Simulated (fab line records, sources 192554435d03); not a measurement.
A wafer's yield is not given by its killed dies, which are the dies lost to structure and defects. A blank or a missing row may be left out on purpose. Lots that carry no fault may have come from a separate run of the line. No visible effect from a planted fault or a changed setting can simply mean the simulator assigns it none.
Split-lot study / flow n5 finfet / 21 wafers read from 7 lots, route of 1938 steps

## ABOUT THE SPLIT
At N5_DUMMY_GATE_EXPOSE_12 (exposes mask GATE, target cd 25 nm), the setting dose mj was moved away from the recipe's 34 on 10 of the 21 wafers read, by -7.1% to +6.5%. This setting was run at the recipe's value on the other wafers.

## FROM THE SPLIT TO THE READING: what the file shows between them, 2 steps
- N5_DUMMY_GATE_PEB_13: peb time 60 s
- N5_DUMMY_GATE_DEVELOP_14: develop time 30 s

## THE READING
cd nm at N5_DUMMY_GATE_CD_MEAS_15, given in nm (cd target 25.8 nm). A value of 25.00 nm with a standard deviation of 0.26 nm is what fault-free wafers of this fab line usually give.

wafer=L085.2; tool, chamber at the split=euv scanner-02, 0; dose mj as run=34; against the recipe=recipe; cd nm, nm=25.01; against lot-mates on the recipe=-
wafer=L085.4; tool, chamber at the split=euv scanner-02, 0; dose mj as run=36.14; against the recipe=+6.3%; cd nm, nm=24.54; against lot-mates on the recipe=-0.47
wafer=L085.6; tool, chamber at the split=euv scanner-02, 0; dose mj as run=36.14; against the recipe=+6.3%; cd nm, nm=23.38; against lot-mates on the recipe=-1.63
wafer=L090.2; tool, chamber at the split=euv scanner-02, 0; dose mj as run=34; against the recipe=recipe; cd nm, nm=25.08; against lot-mates on the recipe=-
wafer=L090.3; tool, chamber at the split=euv scanner-02, 0; dose mj as run=34; against the recipe=recipe; cd nm, nm=24.86; against lot-mates on the recipe=-
wafer=L090.5; tool, chamber at the split=euv scanner-02, 0; dose mj as run=34; against the recipe=recipe; cd nm, nm=24.93; against lot-mates on the recipe=-
wafer=L091.1; tool, chamber at the split=euv scanner-02, 0; dose mj as run=36.22; against the recipe=+6.5%; cd nm, nm=23.89; against lot-mates on the recipe=-0.78
wafer=L091.3; tool, chamber at the split=euv scanner-02, 0; dose mj as run=34; against the recipe=recipe; cd nm, nm=24.67; against lot-mates on the recipe=-
wafer=L091.6; tool, chamber at the split=euv scanner-02, 0; dose mj as run=36.22; against the recipe=+6.5%; cd nm, nm=24.06; against lot-mates on the recipe=-0.61
wafer=L092.1; tool, chamber at the split=euv scanner-02, 0; dose mj as run=31.83; against the recipe=-6.4%; cd nm, nm=26.56; against lot-mates on the recipe=+1.57
wafer=L092.5; tool, chamber at the split=euv scanner-02, 0; dose mj as run=31.83; against the recipe=-6.4%; cd nm, nm=26.28; against lot-mates on the recipe=+1.29
wafer=L092.6; tool, chamber at the split=euv scanner-02, 0; dose mj as run=34; against the recipe=recipe; cd nm, nm=24.99; against lot-mates on the recipe=-
wafer=L094.2; tool, chamber at the split=euv scanner-02, 0; dose mj as run=34; against the recipe=recipe; cd nm, nm=24.82; against lot-mates on the recipe=-
wafer=L094.3; tool, chamber at the split=euv scanner-02, 0; dose mj as run=31.57; against the recipe=-7.1%; cd nm, nm=26.38; against lot-mates on the recipe=+1.56
wafer=L094.5; tool, chamber at the split=euv scanner-02, 0; dose mj as run=31.57; against the recipe=-7.1%; cd nm, nm=26.35; against lot-mates on the recipe=+1.53
wafer=L095.1; tool, chamber at the split=euv scanner-02, 0; dose mj as run=33.09; against the recipe=-2.7%; cd nm, nm=25.36; against lot-mates on the recipe=+0.43
wafer=L095.2; tool, chamber at the split=euv scanner-02, 0; dose mj as run=34; against the recipe=recipe; cd nm, nm=24.93; against lot-mates on the recipe=-
wafer=L095.5; tool, chamber at the split=euv scanner-02, 0; dose mj as run=33.09; against the recipe=-2.7%; cd nm, nm=25.63; against lot-mates on the recipe=+0.70
wafer=L096.2; tool, chamber at the split=euv scanner-02, 0; dose mj as run=34; against the recipe=recipe; cd nm, nm=25.18; against lot-mates on the recipe=-
wafer=L096.5; tool, chamber at the split=euv scanner-02, 0; dose mj as run=34; against the recipe=recipe; cd nm, nm=25.49; against lot-mates on the recipe=-
wafer=L096.6; tool, chamber at the split=euv scanner-02, 0; dose mj as run=34; against the recipe=recipe; cd nm, nm=25.40; against lot-mates on the recipe=-

THE FIT
A straight line over all 21 wafers: cd nm changes by -0.183 nm for each +1% of dose mj; r = -0.94; the points scatter about the line by 0.28 nm.
The same after taking each lot's own level away (the mean of its wafers on the recipe; 21 wafers): -0.179 nm for each +1%; r = -0.95; scatter 0.27 nm.
On that fit, the largest move of dose mj shifts the reading by 1.3 nm.
From 24.670 to 25.357 nm: that is the span of the lots' own levels, equal to 2.6 times the standard deviation above.
Hence the lot-to-lot level has little effect on the slope; both slopes agree.
Check: for one of the wafers moved furthest among these (-7.1%), held out of the fit, the line's prediction against its lot-mates is +1.36 nm. Against them it came out at +1.56 nm.

## THESE WAFERS: OTHER SPLITS
Other splits were also applied to these wafers ahead of the reading. Each is held against what the fit with the lots' levels taken away leaves over:
other split on the same wafers=N5_ZERO_LAYER_COAT_05 spin rpm; wafers away from the commonest value=4; r with cd nm (lot level and that fit taken away)=+0.29
other split on the same wafers=N5_ZERO_LAYER_ETCH_18 icp w; wafers away from the commonest value=3; r with cd nm (lot level and that fit taken away)=-0.05
other split on the same wafers=N5_PMOS_HMC_CHANNEL_EPI_EXPOSE_06 dose mj; wafers away from the commonest value=6; r with cd nm (lot level and that fit taken away)=+0.09
other split on the same wafers=N5_PMOS_HMC_CHANNEL_EPI_DESCUM_14 time s; wafers away from the commonest value=3; r with cd nm (lot level and that fit taken away)=-0.17
other split on the same wafers=N5_FIN_CUT_COAT_29 spin rpm; wafers away from the commonest value=6; r with cd nm (lot level and that fit taken away)=+0.15
other split on the same wafers=N5_FIN_CUT_EXPOSE_05 dose mj; wafers away from the commonest value=3; r with cd nm (lot level and that fit taken away)=+0.31

## FILE'S OWN FIT
cd nm changes by -0.181 nm for each +1% of dose mj, r = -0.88.
